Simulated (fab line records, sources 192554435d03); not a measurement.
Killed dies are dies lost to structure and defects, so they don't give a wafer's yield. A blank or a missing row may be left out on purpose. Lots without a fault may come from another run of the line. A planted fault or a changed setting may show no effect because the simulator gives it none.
Chamber matching | flow n5_finfet | N5_BEOL_M1_VIA_ETCH_34 on rie_diel-01: 4 sister chambers
The step etches the open film in C4F6/O2, target depth 67.8 nm, time 64.4 s. 8 wafers are shown with their chamber, then 12 later ones without.

WAFERS WITH THEIR CHAMBER
wafer  | chamber | drypump_motor_current_A (A) | rf_vpp_V (V)
L085.6 | 2       | 6.8                         | 673
L086.5 | 1       | 6.3                         | 634
L087.1 | 0       | 5.1                         | 672
L087.5 | 2       | 6.8                         | 672
L087.6 | 3       | 6.3                         | 655
L088.4 | 3       | 6.3                         | 655
L088.5 | 1       | 6.4                         | 633
L088.6 | 0       | 5.1                         | 673

WAFERS WITHOUT THEIR CHAMBER
wafer  | drypump_motor_current_A (A) | rf_vpp_V (V)
L090.2 | 5.1                         | 671
L090.3 | 6.3                         | 654
L090.5 | 6.4                         | 634
L091.2 | 6.3                         | 655
L091.5 | 5.1                         | 673
L091.6 | 6.3                         | 655
L096.1 | 5.1                         | 671
L096.4 | 6.3                         | 656
L096.6 | 6.4                         | 634
L097.3 | 6.8                         | 673
L097.4 | 5.1                         | 674
L097.6 | 6.3                         | 653

WHICH CHAMBER EACH WENT THROUGH
wafer  | from the rows above | in truth
L090.2 | 0                   | 0
L090.3 | 3                   | 3
L090.5 | 1                   | 1
L091.2 | 3                   | 3
L091.5 | 0                   | 0
L091.6 | 3                   | 3
L096.1 | 0                   | 0
L096.4 | 3                   | 3
L096.6 | 1                   | 1
L097.3 | 2                   | 2
L097.4 | 0                   | 0
L097.6 | 3                   | 3
Placed correctly: 12 of 12. Can't be placed from these rows: 0. Placed wrongly: 0.
How it was worked out, from the rows above alone: a wafer's distance from a chamber is the root of the sum, over the readings, of the square of ((its reading less the chamber's mean) divided by the reading's scatter). The wafer belongs to the nearest chamber; if the next one is less than 2 further off, it can't be placed. A chamber's mean is the mean of its shown wafers. The scatter: the root of (the sum of the squares of (reading less its chamber's mean) over the shown wafers, divided by (wafers less chambers)).
